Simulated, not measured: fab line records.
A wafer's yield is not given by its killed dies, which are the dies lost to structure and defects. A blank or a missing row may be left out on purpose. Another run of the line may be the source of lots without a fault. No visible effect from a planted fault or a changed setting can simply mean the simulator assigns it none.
Which tool is to blame? + flow n5_finfet + Sampling: 15 lots, 45 wafers, 3 of 1938 route steps

== WHAT EACH GAUGE READ, for each wafer ==
N5_BEOL_M2_CD_MEAS_18: pitch 36 nm, target cd 18 nm.
| lot  | measured     | on        | cd_nm (nm)     |
|------|--------------|-----------|----------------|
| L181 | day 6 17:07  | cd_sem-03 | 17.8 17.7 17.7 |
| L182 | day 7 06:09  | cd_sem-03 | 18.3 18.8 18.3 |
| L183 | day 7 14:13  | cd_sem-02 | 17.7 18.4 17.9 |
| L185 | day 8 00:26  | cd_sem-01 | 18.4 18.3 18.9 |
| L186 | day 8 12:31  | cd_sem-03 | 17.8 18.2 18.1 |
| L187 | day 8 16:06  | cd_sem-02 | 18.0 17.8 17.9 |
| L188 | day 8 20:04  | cd_sem-01 | 18.3 18.1 18.3 |
| L194 | day 10 02:00 | cd_sem-02 | 17.5 17.7 18.2 |
| L196 | day 10 19:57 | cd_sem-01 | 17.3 17.6 18.4 |
| L195 | day 10 22:28 | cd_sem-01 | 18.4 18.0 18.3 |
| L197 | day 11 01:40 | cd_sem-01 | 18.0 17.5 18.1 |
| L198 | day 11 20:59 | cd_sem-01 | 18.2 18.8 18.4 |
| L200 | day 11 23:28 | cd_sem-03 | 18.0 18.9 18.5 |
| L201 | day 12 04:40 | cd_sem-02 | 17.7 18.3 18.2 |
| L202 | day 12 06:19 | cd_sem-02 | 18.1 18.3 18.2 |

N5_BEOL_M2_OVL_MEAS_29.
| lot  | measured     | on         | V1_OVL (nm)    |
|------|--------------|------------|----------------|
| L181 | day 6 17:36  | overlay-02 | 0.5 -0.6 -0.5  |
| L182 | day 7 06:38  | overlay-02 | -1.1 -1.1 -0.5 |
| L183 | day 7 14:43  | overlay-02 | 0.1 -0.2 0.3   |
| L185 | day 8 00:47  | overlay-02 | 0.5 0.8 0.5    |
| L186 | day 8 13:00  | overlay-01 | - - -          |
| L187 | day 8 16:35  | overlay-02 | - - -          |
| L188 | day 8 20:33  | overlay-02 | - - -          |
| L194 | day 10 02:29 | overlay-01 | 0.1 0.1 -1.1   |
| L196 | day 10 20:19 | overlay-01 | 0.1 0.1 0.1    |
| L195 | day 10 22:57 | overlay-01 | -0.9 -0.4 0.0  |
| L197 | day 11 02:01 | overlay-02 | -0.1 0.4 -0.5  |
| L198 | day 11 21:21 | overlay-01 | 0.1 -0.3 0.4   |
| L200 | day 11 23:49 | overlay-01 | -0.4 -1.8 -0.9 |
| L201 | day 12 05:08 | overlay-02 | -0.7 0.2 -0.4  |
| L202 | day 12 06:47 | overlay-02 | -0.2 -0.7 0.5  |

== EACH LOT AND THE TOOL THAT RAN IT (in order: tool; ch and the chambers of the sampled wafers; start) ==
| lot  | N5_BEOL_M2_EXPOSE_25              |
|------|-----------------------------------|
| L181 | euv_scanner-02 ch 0, day 6 17:25  |
| L182 | euv_scanner-01 ch 0, day 7 06:28  |
| L183 | euv_scanner-02 ch 0, day 7 14:32  |
| L185 | euv_scanner-02 ch 0, day 8 00:37  |
| L186 | euv_scanner-01, day 8 12:50       |
| L187 | euv_scanner-02, day 8 16:25       |
| L188 | euv_scanner-01, day 8 20:22       |
| L194 | euv_scanner-02 ch 0, day 10 02:19 |
| L196 | euv_scanner-01 ch 0, day 10 20:09 |
| L195 | euv_scanner-02 ch 0, day 10 22:47 |
| L197 | euv_scanner-02 ch 0, day 11 01:50 |
| L198 | euv_scanner-02 ch 0, day 11 21:11 |
| L200 | euv_scanner-02 ch 0, day 11 23:38 |
| L201 | euv_scanner-02 ch 0, day 12 04:58 |
| L202 | euv_scanner-01 ch 0, day 12 06:36 |
- N5_BEOL_M2_EXPOSE_25: exposes mask V1, defocus 5 nm.

== AS READ BY THE TOOLS THEMSELVES (means over the sampled wafers that have a number; for cases with no such wafer, the mark the record gives instead) ==
N5_BEOL_M2_EXPOSE_25.
| lot  | tool           | exposure_dose_mJ_cm2 |
|------|----------------|----------------------|
| L181 | euv_scanner-02 | 63.03                |
| L182 | euv_scanner-01 | 63.01                |
| L183 | euv_scanner-02 | 63.05                |
| L185 | euv_scanner-02 | 63.00                |
| L186 | euv_scanner-01 | -                    |
| L187 | euv_scanner-02 | -                    |
| L188 | euv_scanner-01 | -                    |
| L194 | euv_scanner-02 | 63.05                |
| L196 | euv_scanner-01 | 62.94                |
| L195 | euv_scanner-02 | 63.13                |
| L197 | euv_scanner-02 | 63.05                |
| L198 | euv_scanner-02 | 62.98                |
| L200 | euv_scanner-02 | 62.92                |
| L201 | euv_scanner-02 | 63.12                |
| L202 | euv_scanner-01 | 62.93                |

== THE ANSWER, worked out from the rows above alone ==
Rule: usual is defined by the lots themselves. The widest of any qualifying gaps counts: lots, ordered by their means at a reading, are off when they make up no more than a third of the lots, leave a main group of 4 or more, and stand apart from it by 3 or more times the standard deviation of that group's means. If all means in a main group match to the digits the tables above print for the reading, that group is not used. A lot without any number at a reading at which 4 lots or more have one is off too. All remaining lots with rows at the step are treated as sound. First the gauges in route order, then the tools' own readings, where a lot's mean is used as printed above. At the first step where some lot is off, the reading lying furthest off is the one used; lots without a number count as furthest.
Off: L186, L187, L188, at N5_BEOL_M2_OVL_MEAS_29 (V1_OVL). Without a number there: L186, L187, L188. The main group: mean -0.2 nm, standard deviation 0.42.
A tool fits if, at a process step before that reading, it ran every lot that is off, and no sound lot after the first of them. The gauges at N5_BEOL_M2_OVL_MEAS_29 aren't tried: what is off there is off at N5_BEOL_M2_EXPOSE_25 too, on other tools, and a gauge's error can't cause that. Of those tried, none fits.

== WHAT WAS PUT IN BY THE SIMULATOR ==
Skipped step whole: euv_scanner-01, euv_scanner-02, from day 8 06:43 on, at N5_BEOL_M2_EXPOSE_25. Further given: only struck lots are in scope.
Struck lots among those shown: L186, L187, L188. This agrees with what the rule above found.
